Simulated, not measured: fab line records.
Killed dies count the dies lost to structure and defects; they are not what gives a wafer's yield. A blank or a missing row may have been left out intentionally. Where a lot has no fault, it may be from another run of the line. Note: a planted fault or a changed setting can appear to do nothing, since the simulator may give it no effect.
fab line records	flow n5Finfet
record lots=5	wafers=15	lastDay=15
route steps=1938 shown SD_EPI_P@296 SD_ACTIVATION@330 ILD0@335 BEOL_M4@1111 PASSIVATION@1936
lots that met no fault: from a run of the same line without faults
startH: hours from the record's first day to the start of the lot's first wafer shown	waitH: hours elapsed since this lot's preceding step	" identical to the entry in the row above	L1.1+2: one row covering several wafers at once	- value missing, or start not given	* or withheld: withheld	< > ~ a bound
route shown NAME@n: a module of which the file shows steps, and the number in the route of the first	usual: mean/standard deviation of fault-free wafers	same: alike in all rows	chamber/n: place in a boat	sites: per-site readings	_std_site: the standard deviation of these	_edge_site: outer sites' mean less inner sites'	radiusMm: how far each site lies from the wafer's centre	mask NAME#n: copy n	behind: the most recent tool/chamber to have shaped the wafer	hold: what put the lot on hold/how long, in hours/how the hold closed	device: the transistor (n, p or np) that didn't switch	end of line: the route-end tests of the same wafers	step lacking rows: just its recipe	killed: the dies lost at the first sort to structure and to defects; this is not the yield of the wafer	map: per-die view of a wafer (x killed, . not killed, _ where there is no die)
set.NAME: setting as actually run; set.NAME@STEP: the setting as run at that earlier step	model.NAME: the simulator's own value behind a step, which no gauge read
lots seen at some steps along the route; tables by step, rows by wafer
services: the hour from which a tool's chamber was out of use, counted from the record's first day as startH (under 0 if before that day), plus the number of hours and why
## steps
# step N5_SD_EPI_P_COAT_35
# recipe resist=SiARC	tempC=220	timeS=60	spinRpm=1500	resistThkNm=35
# step N5_SD_EPI_P_COAT_03
# recipe resist=CAR-ArF-block	spinRpm=1500	resistThkNm=150
# step N5_SD_EPI_P_EBR_05
# recipe solvent=PGMEA	ebrWidthMm=1.5
# step N5_SD_EPI_P_SOFTBAKE_04
# recipe tempC=110	timeS=60	resist=CAR-ArF-block
# step N5_SD_EPI_P_EXPOSE_06
# recipe maskId=SD_P_BLK	na=1.35	sourceShape=conventional	sigmaOuter=0.8	polarization=unpolarized	targetCdNm=240	doseMj=39.5
# step N5_SD_EPI_P_PEB_07
# recipe pebTempC=110	pebTimeS=60	resist=CAR-ArF-block
# step N5_SD_EPI_P_DEVELOP_08
# recipe developTimeS=30	developer=TMAH	resist=CAR-ArF-block	devTempC=23	rinseLiquid=diw	dry=airSpin
# step N5_SD_EPI_P_DESCUM_14
# recipe chemistry=O2	timeS=7.9	sourcePowerW=50	biasPowerW=20	pressureMtorr=20	rfFrequencyHz=2.712e+07	tempC=40	resist=CAR-ArF-block	o2FlowSccm=225
# step N5_SD_EPI_P_ETCH_36
# recipe chemistry=CF4	target=SiARC	targetDepthA=455	maskMaterial=CAR-ArF-block	timeS=75.8	ionEnergyEv=80	pressureMtorr=40	sourceW=545	biasW=36	Ar_flow_sccm=100	cf4FlowSccm=100	ends=cleared
# step N5_SD_EPI_P_ETCH_37
# recipe chemistry=N2/H2	target=SOC	overetchA=1080	maskMaterial=SiARC	tempC=40	ionEnergyEv=100	sourceW=3000	biasW=133	pressureMtorr=20	timeS=486	n2FlowSccm=200	h2FlowSccm=200	ends=endPoint
# usual drypumpMotorCurrentA=5.8/0.47	n2FlowSccm=200.0/0.57	oesProductAu=0.70/0.081	rfVppV=240.2/1.1	showerheadPlenumPTorr=2.50/0.05	throttleValvePct=23.9/0.32
lot.wafer	tool	chamber	startH	waitH	drypumpMotorCurrentA	n2FlowSccm	oesProductAu	rfHoursCounterH	rfVppV	showerheadPlenumPTorr	throttleValvePct	model.SD_EPI_P.cdNm	model.SiARC_of_SD_EPI_P_COAT_35.thkNm
L913.3	rieDiel-06	2	64.80	0.0	5.8	200.4	0.68	143	240.5	2.53	23.8	237.4	19.4
L913.5	"	0	"	"	6.2	200.4	0.85	-	240.7	2.49	23.5	238.6	20
L913.6	"	1	"	"	5.3	200.0	0.66	-	238.0	2.43	24.0	240	20.4
L917.3	rieDiel-06	0	100.61	0.0	6.2	201.1	0.73	24	239.4	2.48	23.5	235.4	24.8
L917.5	"	3	"	"	5.0	199.6	0.68	-	240.6	2.43	23.8	240.8	19.8
L917.6	"	0	"	"	6.2	200.3	0.74	-	239.0	2.48	23.5	235.6	24.8
L919.1	rieDiel-06	3	106.01	0.0	5.0	199.1	0.62	149	237.5	2.43	23.8	235.8	24.6
L919.2	"	2	"	"	5.8	200.5	0.67	158	241.7	2.53	23.8	239.4	19.2
L919.3	"	0	"	"	6.2	199.7	0.73	27	239.7	2.48	23.5	235.4	24.6
L920.3	rieDiel-06	3	110.40	0.0	5.0	200.6	0.61	150	239.4	2.43	23.8	236.6	24.4
L920.4	"	0	"	"	6.2	199.7	0.81	28	240.6	2.48	23.5	239.8	20
L920.5	"	0	"	"	6.2	200.0	0.81	-	238.8	2.48	23.5	240.6	20
L925.2	rieDiel-01	3	136.83	0.0	6.7	200.1	0.67	143	240.1	2.55	23.9	238.8	19
L925.3	"	0	"	"	6.1	200.2	0.87	2	240.1	2.49	23.5	240	19.2
L925.6	"	0	"	"	6.1	199.6	0.86	-	241.5	2.49	23.5	239.4	19.4
# step N5_SD_EPI_P_STRIP_38
# recipe chemistry=N2/H2	tempC=40	n2FlowSccm=200	h2FlowSccm=200	rfFrequencyHz=6e+07
# step N5_SD_EPI_P_ETCHBACK_46
# recipe chemistry=CH3F/O2	mode=anisotropicEtchback	target=SiNx	targetDepthA=175	stopOn=SiO2	overEtchFrac=0.3	ionEnergyEv=120	pressureMtorr=30	sourceW=395	biasW=73	Ar_flow_sccm=150	CH3F_flow_sccm=30	O2_flow_sccm=20
# usual drypumpMotorCurrentA=5.8/0.47	oes_f_703_au=0.79/0.09	oesProductAu=0.67/0.077	rfVppV=295/5.4	showerheadPlenumPTorr=1.97/0.036	throttleValvePct=16.44/0.26
# same overEtchFrac=0.3
lot.wafer	tool	chamber	startH	waitH	drypumpMotorCurrentA	oes_f_703_au	oesProductAu	rfHoursCounterH	rfVppV	showerheadPlenumPTorr	throttleValvePct
L913.3	rieDiel-06	2	65.13	0.0	5.8	0.78	0.65	143	291	2.00	16.52
L913.5	"	0	"	"	6.2	0.95	0.81	-	288	1.97	16.03
L913.6	"	1	"	"	5.3	0.74	0.64	-	296	1.92	16.27
L917.3	rieDiel-06	0	100.93	0.0	6.2	0.92	0.34	25	289	1.97	16.00
L917.5	"	3	"	"	5.0	0.76	0.66	-	300	1.92	16.42
L917.6	"	0	"	"	6.2	0.91	0.33	-	289	1.97	16.01
L919.1	rieDiel-06	3	106.34	0.0	5.0	0.75	0.28	150	300	1.91	16.39
L919.2	"	2	"	"	5.8	0.77	0.63	158	293	2.00	16.55
L919.3	"	0	"	"	6.2	0.92	0.34	27	288	1.97	16.03
L920.3	rieDiel-06	3	110.72	0.0	5.0	0.75	0.29	151	300	1.91	16.39
L920.4	"	0	"	"	6.2	0.91	0.77	28	290	1.97	16.07
L920.5	"	0	"	"	6.2	0.91	0.77	-	289	1.97	16.07
L925.2	rieDiel-01	3	137.15	0.0	6.7	0.79	0.64	143	293	2.00	16.31
L925.3	"	0	"	"	6.1	0.98	0.82	2	288	1.96	16.16
L925.6	"	0	"	"	6.0	0.99	0.83	-	289	1.96	16.14
# step N5_SD_EPI_P_ETCH_47
# recipe chemistry=CH3F/O2	target=SiOCN	targetDepthA=250	maskMaterial=SOC	ionEnergyEv=60	biasW=29	pressureMtorr=30	sourceW=410	Ar_flow_sccm=150	CH3F_flow_sccm=30	O2_flow_sccm=20
# step N5_SD_EPI_P_ETCH_16
# recipe chemistry=CHF3/O2	target=SiO2	targetDepthA=50	maskMaterial=SOC	pressureMtorr=30	sourceW=650	biasW=170	Ar_flow_sccm=200	CHF3_flow_sccm=50	O2_flow_sccm=5	ionEnergyEv=200
# usual drypumpMotorCurrentA=5.8/0.46	oes_f_703_au=0.79/0.091	oesProductAu=0.79/0.093	rfVppV=520/9.5	showerheadPlenumPTorr=2.37/0.04	throttleValvePct=19.00/0.25
lot.wafer	tool	chamber	startH	waitH	drypumpMotorCurrentA	oes_f_703_au	oesProductAu	rfHoursCounterH	rfVppV	showerheadPlenumPTorr	throttleValvePct	model.SiARC_of_SD_EPI_P_COAT_35.thkNm
L913.3	rieDiel-06	2	65.33	0.1	5.8	0.79	0.78	143	515	2.41	19.07	11
L913.5	"	0	"	"	6.2	0.94	0.95	-	510	2.38	18.62	12
L913.6	"	1	"	"	5.3	0.73	0.73	-	522	2.32	18.83	12.4
L917.3	rieDiel-06	0	101.13	0.1	6.2	0.91	0.90	25	510	2.37	18.65	16.8
L917.5	"	3	"	"	5.0	0.75	0.77	-	529	2.31	18.95	11.6
L917.6	"	0	"	"	6.2	0.91	0.91	-	510	2.37	18.64	16.8
L919.1	rieDiel-06	3	106.54	0.1	5.0	0.75	0.76	150	528	2.31	18.97	16.2
L919.2	"	2	"	"	5.8	0.77	0.75	158	514	2.40	19.08	11
L919.3	"	0	"	"	6.2	0.91	0.90	27	510	2.37	18.66	16.6
L920.3	rieDiel-06	3	110.92	0.1	5.0	0.75	0.77	151	530	2.31	18.98	16
L920.4	"	0	"	"	6.2	0.90	0.90	28	510	2.37	18.66	12
L920.5	"	0	"	"	6.2	0.90	0.90	-	509	2.37	18.66	12
L925.2	rieDiel-01	3	137.35	0.1	6.6	0.78	0.75	144	516	2.41	18.88	10.8
L925.3	"	0	"	"	6.1	1.00	0.97	2	508	2.36	18.73	11.2
L925.6	"	0	"	"	6.1	0.99	0.98	-	506	2.36	18.72	11.2
# step N5_SD_EPI_P_STRIP_50
# recipe chemistry=CHF3/O2	resist=SiARC	rfFrequencyHz=6e+07
# step N5_SD_EPI_P_SD_RECESS_17
# recipe chemistry=HBr/Cl2/O2	targetDepthA=391	btTimeS=3	pressureMtorr=10	icpW=800	biasW=112	HBr_flow_sccm=150	Cl2_flow_sccm=80	O2_flow_sccm=12
# usual drypumpMotorCurrentA=5.6/0.58	oesProductAu=1.006/0.014	throttleValvePct=37.1/0.44
lot.wafer	tool	chamber	startH	waitH	drypumpMotorCurrentA	oesProductAu	rfHoursCounterH	throttleValvePct	model.SD_EPI_P.cdNm
L913.3	rieSi-01	3	65.40	0.0	5.9	0.993	46	37.1	237.4
L913.5	"	0	"	"	5.7	1.012	-	38.0	238.6
L913.6	"	1	"	"	5.6	1.016	-	37.1	240
L917.3	rieSi-05	1	101.20	0.0	5.3	0.992	190	37.1	235.6
L917.5	"	0	"	"	4.9	1.024	-	37.4	240.8
L917.6	"	2	"	"	5.8	0.994	-	37.2	235.6
L919.1	rieSi-02	2	106.61	0.0	6.0	1.023	92	37.8	236
L919.2	"	0	"	"	6.5	1.011	89	36.7	239.6
L919.3	"	3	"	"	4.7	1.000	150	36.6	235.6
L920.3	rieSi-05	0	110.99	0.0	4.9	1.023	38	37.4	236.8
L920.4	"	0	"	"	4.9	1.021	-	37.4	240
L920.5	"	2	"	"	5.7	0.988	-	37.2	240.8
L925.2	rieSi-02	1	137.42	0.0	5.6	0.990	147	37.0	239
L925.3	"	3	"	"	4.7	1.005	151	36.6	240
L925.6	"	3	"	"	4.7	1.001	-	36.6	239.2
# step N5_SD_EPI_P_WET_ETCH_45
# recipe chemistry=dHF	dilution=withheld	timeS=10.7	target=SiO2	targetDepthA=20	tempC=25	dry=ipaMarangoni	rinseTimeS=30	rinseTempC=23
# step N5_SD_EPI_P_STRIP_40
# recipe chemistry=N2/H2	powerW=1000	tempC=250	h2Frac=0.65	overashFraction=0.3	pressureMtorr=withheld	n2FlowSccm=1750	h2FlowSccm=3250
# step N5_SD_EPI_P_PRECLEAN_52
# recipe chemistry=O3/DIW	timeS=60	tempC=22	o3Ppm=10
# step N5_SD_EPI_P_SRD_20
# recipe dry=ipaMarangoni	doPpb=5	timeS=30	tempC=23	rinseLiquid=diw
# step N5_SD_EPI_P_PRECLEAN_51
# recipe chemistry=NF3:NH3	afsCycles=1	tempC=30	timeS=20	sublimationTempC=180	sublimationTimeS=60	pressureTorr=3	rfPowerW=30
# step N5_SD_EPI_P_VAPOR_ETCH_44
# recipe chemistry=NF3/Ar	target=SiGe30	tempC=25	timeS=3.3	mode=isotropic
# step N5_SD_EPI_P_EPI_21
# recipe material=SiGe:B	dopant=B	tempC=550	pressureTorr=20	ambient=H2	timeS=355
# step N5_SD_EPI_P_HM_STRIP_48
# recipe chemistry=H3PO4	tempC=160	material=SiNx	target=SiNx	targetDepthA=30	overetchFraction=0.3
# step N5_SD_EPI_P_SRD_49
# recipe dry=ipaMarangoni	timeS=30	tempC=23	rinseLiquid=diw
# step N5_SD_EPI_P_PRECLEAN_24
# recipe chemistry=O3/DIW	timeS=45	tempC=22	o3Ppm=10
# step N5_SD_EPI_P_PRECLEAN_32
# recipe chemistry=dHF	timeS=10	dilution=500:1	tempC=25
# step N5_SD_EPI_P_PRECLEAN_33
# recipe chemistry=SC2	timeS=45	tempC=35	mix=1:1:50
# step N5_SD_EPI_P_SRD_25
# recipe timeS=30	tempC=23	rinseLiquid=diw	dry=ipaMarangoni
# step N5_SD_ACTIVATION_RTA_00
# recipe tempC=975	timeS=0	ambient=N2	idleTempC=600	rampUpCPerS=150	rampDownCPerS=60	coolToC=600
# step N5_SD_ACTIVATION_LSA_01
# recipe tempC=1080	timeS=0.0008	ambient=N2
# step N5_ILD0_LINER_00
# recipe material=SiNx	targetThkA=40	tempC=400	aldPrecursorFamily=SiH2I2	aldCoReactant=N2/H2-plasma	pulseTimeS=1	purgeTimeS=2	coReactantPurgeTimeS=2	aldCycles=80	pressureTorr=2
# step N5_ILD0_FCVD_FILL_01
# recipe material=SiO2_flowable	targetThkA=2000	tempC=100	pressureTorr=0.8	rfW=2000	timeS=328.3
# step N5_ILD0_CURE_02
# recipe tempC=450	timeS=1800	ambient=steam	idleTempC=400	rampUpCPerMin=5	rampDownCPerMin=3	densificationPH2oTorr=640
# step N5_BEOL_M4_RC_MEAS_101
# usual DIBL_N=35.8/1.8	DIBL_P=35.9/2.2	IOFF_N=0.16/0.035	IOFF_P=0.21/0.04	ION_N=672/11	ION_P=461/7.4	SS_N=71.4/0.64	SS_P=73.2/0.67	VT_N=250/3.5	VT_P=-251/3.4
lot.wafer	tool	chamber	startH	waitH	DIBL_N[mV/V]	DIBL_P[mV/V]	IOFF_N[nA/um]	IOFF_P[nA/um]	ION_N[uA/um]	ION_P[uA/um]	SS_N[mV/dec]	SS_P[mV/dec]	VT_N[mV]	VT_P[mV]
L913.3	prober-02	0	166.08	0.5	34.0	34.0	0.12	0.18	662	454	71.3	72.9	255	-252
L913.5	"	0	"	"	36.7	36.9	0.16	0.23	676	465	70.9	73.5	251	-249
L913.6	"	0	"	"	33.0	32.3	0.11	0.16	674	460	71.3	72.9	254	-256
L919.2	prober-02	0	213.75	0.2	38.7	39.8	0.22	0.25	696	468	71.7	74.9	243	-252
L917.5	prober-01	0	217.45	0.6	32.6	33.9	0.10	0.14	654	451	70.8	71.8	254	-256
L920.4	prober-01	0	218.98	0.5	37.6	38.1	0.19	0.24	679	464	71.7	74.0	248	-248
L920.5	"	0	"	"	37.3	38.0	0.19	0.25	679	461	72.2	74.4	247	-246
L925.2	prober-02	0	260.01	0.2	34.5	34.3	0.14	0.20	666	460	70.9	72.6	252	-248
L925.3	"	0	"	"	33.4	34.4	0.13	0.21	663	464	70.4	72.6	251	-246
L925.6	"	0	"	"	37.3	38.4	0.19	0.28	659	463	71.3	74.3	246	-245
# step N5_PASSIVATION_PROBE_49
# usual defectLimitedYield=91.0/1.5	killed_at_M0_to_M3=34/9.1	killed_at_M4_up=14/5.7	killedAtContacts=13/5.7	killedAtFrontEnd=42/12	killedAtOther=4/3.4	killedDies=106/17	killedOnRim=14/4.3	killedOpen=70/13	killedShort=34/7.5	sort_bin_5_function=5.2/0.94	sort_bin_6_memory=3.4/0.69	sortNPass=1074/17	sortYieldPct=91.0/1.5
# same grossDies=1180	killedAtBackSide=0	sort_bin_4_leakage[%]=0	sort_bin_8_speed[%]=0
lot.wafer	tool	chamber	startH	waitH	defectLimitedYield[%]	killed_at_M0_to_M3	killed_at_M4_up	killedAtContacts	killedAtFrontEnd	killedAtOther	killedDies	killedOnRim	killedOpen	killedShort	sort_bin_5_function[%]	sort_bin_6_memory[%]	sortNPass	sortYieldPct[%]
L913.3	prober-02	-	270.20	0.1	92.2	33	11	9	39	0	92	12	63	28	4.4	3.0	1088	92.2
L913.5	prober-02	-	270.30	0.2	91.3	39	12	17	33	2	103	16	63	40	4.9	3.2	1077	91.3
L913.6	prober-02	-	270.35	0.3	93.4	29	12	3	33	1	78	11	45	33	4.1	2.5	1102	93.4
L919.1	prober-02	-	314.37	0.0	0	39	16	7	1117	1	1180	152	60	34	96.3	3.5	0	0
L919.3	prober-02	-	314.47	0.1	0	23	15	11	1129	2	1180	152	76	32	96.8	2.9	0	0
L917.3	prober-01	-	322.99	0.1	0	25	14	15	1122	4	1180	152	65	33	96.5	3.2	0	0
L917.6	prober-01	-	323.14	0.3	0	33	11	12	1120	4	1180	152	62	41	95.8	4.0	0	0
L920.3	prober-02	-	325.87	0.1	0	26	17	15	1120	2	1180	152	78	26	96.5	3.2	0	0
L925.2	prober-02	-	359.52	0.1	91.5	33	14	17	30	6	100	13	70	30	5.0	3.3	1080	91.5
# killed by level:class
L913.3 FIN_SAQP:geometricParticle:open=13 BEOL_M0_SAQP:geometricParticle:open=9 FIN_SAQP:geometricParticle:short=8 BEOL_M1:geometricParticle:open=8 BEOL_M3:geometricParticle:open=8 MOL_CONTACT_COAG:geometricParticle:open=7 BEOL_M0_SAQP:geometricParticle:short=4 BEOL_M4:geometricParticle:short=4
L913.5 MOL_CONTACT_COAG:geometricParticle:open=15 BEOL_M0_SAQP:geometricParticle:short=13 BEOL_M0_SAQP:geometricParticle:open=10 FIN_SAQP:geometricParticle:short=7 STI_FIN_REVEAL:geometricParticle:open=5 BEOL_M1:geometricParticle:open=5 BEOL_M4:geometricParticle:open=4 STARTING-WAFER:geometricParticle:short=4
L913.6 FIN_SAQP:geometricParticle:short=14 BEOL_M1:geometricParticle:open=10 BEOL_M0_SAQP:geometricParticle:short=7 BEOL_M4:geometricParticle:open=6 STI_FIN_REVEAL:geometricParticle:open=4 DUMMY_GATE:geometricParticle:open=4 GATE_CUT:geometricParticle:short=4 BEOL_M2:geometricParticle:open=4
L919.1 SD_EPI_P:areaEtch=1086 BEOL_M0_SAQP:geometricParticle:short=9 BEOL_M3:geometricParticle:open=8 BEOL_M1:geometricParticle:open=7 FIN_SAQP:geometricParticle:open=6 MOL_CONTACT_COAG:geometricParticle:open=6 GATE_CUT:geometricParticle:open=5 BEOL_M4:geometricParticle:open=5
L919.3 SD_EPI_P:areaEtch=1071 FIN_SAQP:geometricParticle:open=21 BEOL_M4:geometricParticle:open=10 MOL_CONTACT_COAG:geometricParticle:open=9 FIN_SAQP:geometricParticle:short=7 DUMMY_GATE:geometricParticle:open=6 BEOL_M0_SAQP:geometricParticle:short=6 GATE_CUT:geometricParticle:short=5
L917.3 SD_EPI_P:areaEtch=1082 MOL_CONTACT_COAG:geometricParticle:open=12 BEOL_M2:geometricParticle:open=11 STI_FIN_REVEAL:geometricParticle:open=9 BEOL_M4:geometricParticle:open=8 GATE_CUT:geometricParticle:short=7 BEOL_M1:geometricParticle:open=6 FIN_SAQP:geometricParticle:open=5
L917.6 SD_EPI_P:areaEtch=1074 BEOL_M2:geometricParticle:open=12 STI_FIN_REVEAL:geometricParticle:open=9 MOL_CONTACT_COAG:geometricParticle:open=9 GATE_CUT:geometricParticle:short=8 FIN_SAQP:geometricParticle:open=7 BEOL_M4:geometricParticle:open=6 BEOL_M1:geometricParticle:short=6
L920.3 SD_EPI_P:areaEtch=1076 STI_FIN_REVEAL:geometricParticle:open=22 BEOL_M3:geometricParticle:open=12 MOL_CONTACT_COAG:geometricParticle:open=10 BEOL_M4:geometricParticle:open=7 BEOL_M0_SAQP:geometricParticle:open=6 STI_FIN_REVEAL:geometricParticle:short=5 MOL_CONTACT_COAG:geometricParticle:short=5
L925.2 MOL_CONTACT_COAG:geometricParticle:open=13 BEOL_M5:geometricParticle:open=7 BEOL_M0_SAQP:geometricParticle:short=7 BEOL_M1:geometricParticle:open=7 BEOL_M0_SAQP:geometricParticle:open=6 STARTING-WAFER:geometricParticle:open=6 FIN_SAQP:geometricParticle:short=5 STI_FIN_REVEAL:geometricParticle:open=5
# map L917.3 (x killed, . not)
_________________xxxxxxxxxxxx________________
______________xxxxxxxxxxxxxxxxxx_____________
___________xxxxxxxxxxxxxxxxxxxxxxxx__________
__________xxxxxxxxxxxxxxxxxxxxxxxxxx_________
________xxxxxxxxxxxxxxxxxxxxxxxxxxxxxx_______
_______xxxxxxxxxxxxxxxxxxxxxxxxxxxxxxxx______
______xxxxxxxxxxxxxxxxxxxxxxxxxxxxxxxxxx_____
_____xxxxxxxxxxxxxxxxxxxxxxxxxxxxxxxxxxxx____
____xxxxxxxxxxxxxxxxxxxxxxxxxxxxxxxxxxxxxx___
___xxxxxxxxxxxxxxxxxxxxxxxxxxxxxxxxxxxxxxxx__
___xxxxxxxxxxxxxxxxxxxxxxxxxxxxxxxxxxxxxxxx__
__xxxxxxxxxxxxxxxxxxxxxxxxxxxxxxxxxxxxxxxxxx_
__xxxxxxxxxxxxxxxxxxxxxxxxxxxxxxxxxxxxxxxxxx_
_xxxxxxxxxxxxxxxxxxxxxxxxxxxxxxxxxxxxxxxxxxxx
_xxxxxxxxxxxxxxxxxxxxxxxxxxxxxxxxxxxxxxxxxxxx
_xxxxxxxxxxxxxxxxxxxxxxxxxxxxxxxxxxxxxxxxxxxx
_xxxxxxxxxxxxxxxxxxxxxxxxxxxxxxxxxxxxxxxxxxxx
_xxxxxxxxxxxxxxxxxxxxxxxxxxxxxxxxxxxxxxxxxxxx
_xxxxxxxxxxxxxxxxxxxxxxxxxxxxxxxxxxxxxxxxxxxx
_xxxxxxxxxxxxxxxxxxxxxxxxxxxxxxxxxxxxxxxxxxxx
_xxxxxxxxxxxxxxxxxxxxxxxxxxxxxxxxxxxxxxxxxxxx
__xxxxxxxxxxxxxxxxxxxxxxxxxxxxxxxxxxxxxxxxxx_
__xxxxxxxxxxxxxxxxxxxxxxxxxxxxxxxxxxxxxxxxxx_
___xxxxxxxxxxxxxxxxxxxxxxxxxxxxxxxxxxxxxxxx__
___xxxxxxxxxxxxxxxxxxxxxxxxxxxxxxxxxxxxxxxx__
____xxxxxxxxxxxxxxxxxxxxxxxxxxxxxxxxxxxxxx___
_____xxxxxxxxxxxxxxxxxxxxxxxxxxxxxxxxxxxx____
______xxxxxxxxxxxxxxxxxxxxxxxxxxxxxxxxxx_____
_______xxxxxxxxxxxxxxxxxxxxxxxxxxxxxxxx______
________xxxxxxxxxxxxxxxxxxxxxxxxxxxxxx_______
__________xxxxxxxxxxxxxxxxxxxxxxxxxx_________
___________xxxxxxxxxxxxxxxxxxxxxxxx__________
______________xxxxxxxxxxxxxxxxxx_____________
_________________xxxxxxxxxxxx________________
# map L919.1 (x killed, . not)
_________________xxxxxxxxxxxx________________
______________xxxxxxxxxxxxxxxxxx_____________
___________xxxxxxxxxxxxxxxxxxxxxxxx__________
__________xxxxxxxxxxxxxxxxxxxxxxxxxx_________
________xxxxxxxxxxxxxxxxxxxxxxxxxxxxxx_______
_______xxxxxxxxxxxxxxxxxxxxxxxxxxxxxxxx______
______xxxxxxxxxxxxxxxxxxxxxxxxxxxxxxxxxx_____
_____xxxxxxxxxxxxxxxxxxxxxxxxxxxxxxxxxxxx____
____xxxxxxxxxxxxxxxxxxxxxxxxxxxxxxxxxxxxxx___
___xxxxxxxxxxxxxxxxxxxxxxxxxxxxxxxxxxxxxxxx__
___xxxxxxxxxxxxxxxxxxxxxxxxxxxxxxxxxxxxxxxx__
__xxxxxxxxxxxxxxxxxxxxxxxxxxxxxxxxxxxxxxxxxx_
__xxxxxxxxxxxxxxxxxxxxxxxxxxxxxxxxxxxxxxxxxx_
_xxxxxxxxxxxxxxxxxxxxxxxxxxxxxxxxxxxxxxxxxxxx
_xxxxxxxxxxxxxxxxxxxxxxxxxxxxxxxxxxxxxxxxxxxx
_xxxxxxxxxxxxxxxxxxxxxxxxxxxxxxxxxxxxxxxxxxxx
_xxxxxxxxxxxxxxxxxxxxxxxxxxxxxxxxxxxxxxxxxxxx
_xxxxxxxxxxxxxxxxxxxxxxxxxxxxxxxxxxxxxxxxxxxx
_xxxxxxxxxxxxxxxxxxxxxxxxxxxxxxxxxxxxxxxxxxxx
_xxxxxxxxxxxxxxxxxxxxxxxxxxxxxxxxxxxxxxxxxxxx
_xxxxxxxxxxxxxxxxxxxxxxxxxxxxxxxxxxxxxxxxxxxx
__xxxxxxxxxxxxxxxxxxxxxxxxxxxxxxxxxxxxxxxxxx_
__xxxxxxxxxxxxxxxxxxxxxxxxxxxxxxxxxxxxxxxxxx_
___xxxxxxxxxxxxxxxxxxxxxxxxxxxxxxxxxxxxxxxx__
___xxxxxxxxxxxxxxxxxxxxxxxxxxxxxxxxxxxxxxxx__
____xxxxxxxxxxxxxxxxxxxxxxxxxxxxxxxxxxxxxx___
_____xxxxxxxxxxxxxxxxxxxxxxxxxxxxxxxxxxxx____
______xxxxxxxxxxxxxxxxxxxxxxxxxxxxxxxxxx_____
_______xxxxxxxxxxxxxxxxxxxxxxxxxxxxxxxx______
________xxxxxxxxxxxxxxxxxxxxxxxxxxxxxx_______
__________xxxxxxxxxxxxxxxxxxxxxxxxxx_________
___________xxxxxxxxxxxxxxxxxxxxxxxx__________
______________xxxxxxxxxxxxxxxxxx_____________
_________________xxxxxxxxxxxx________________
## services
tool	chamber	startH	hours	kind
rieSi-01	3	53.59	10.1	repair
rieDiel-01	2	60.91	23.0	repair
rieDiel-01	-	62.44	2.8	pm
rieDiel-06	1	71.21	24.2	repair
rieSi-05	3	78.58	-	clean
rieSi-05	3	78.58	15.6	scheduledDown
rieSi-05	3	78.58	15.6	ventCycle
rieSi-05	3	101.14	12.1	repair
rieDiel-01	0	103.00	-	clean
rieDiel-01	0	103.00	-	consumableReplace:focusRing
rieDiel-01	0	103.00	27.2	scheduledDown
rieDiel-01	0	103.00	27.2	ventCycle
rieSi-01	2	136.53	-	clean
rieSi-01	2	136.53	20.7	scheduledDown
rieSi-01	2	136.53	20.7	ventCycle
rieSi-05	2	136.95	15.4	repair
## key
firstSign step=N5_SD_EPI_P_ETCHBACK_46	reading=oesProductAu	direction=down	sigmas=4.6	usual=0.67	struck=0.32
effect step=N5_PASSIVATION_PROBE_49	reading=sort_bin_5_function	direction=up	sigmas=97	usual=5.2	struck=96.4
modelEffect step=N5_SD_EPI_P_ETCH_37	value=SD_EPI_P.cdNm	without=240.7	struck=235.8
modelEffect step=N5_SD_EPI_P_ETCH_16	value=SiARC_of_SD_EPI_P_COAT_35.thkNm	without=11.88	struck=16.48
modelEffect step=N5_SD_EPI_P_SD_RECESS_17	value=SD_EPI_P.cdNm	without=240.8	struck=235.9
moreKillsBornAt N5_SD_EPI_P_ETCH_37@rieDiel-06=5389
metAt N5_SD_EPI_P_ETCH_37
struckWafers L917.3,L917.6,L919.1,L919.3,L920.3
laterRowsLeftOut L917.3,L917.6,L919.1,L919.3,L920.3
onsetBetween 64.80 100.61
fault kind=processParameterDrift	tool=rieDiel-06	chamber=-	onsetH=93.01	steps=N5_SD_EPI_P_ETCH_37	channel=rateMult	offset=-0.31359	shape=step	endH=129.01	scope=struckWafersOnly
# laterRowsLeftOut: the simulator's readings of these wafers behind a module that went badly wrong aren't trusted and aren't shown, but for the sort
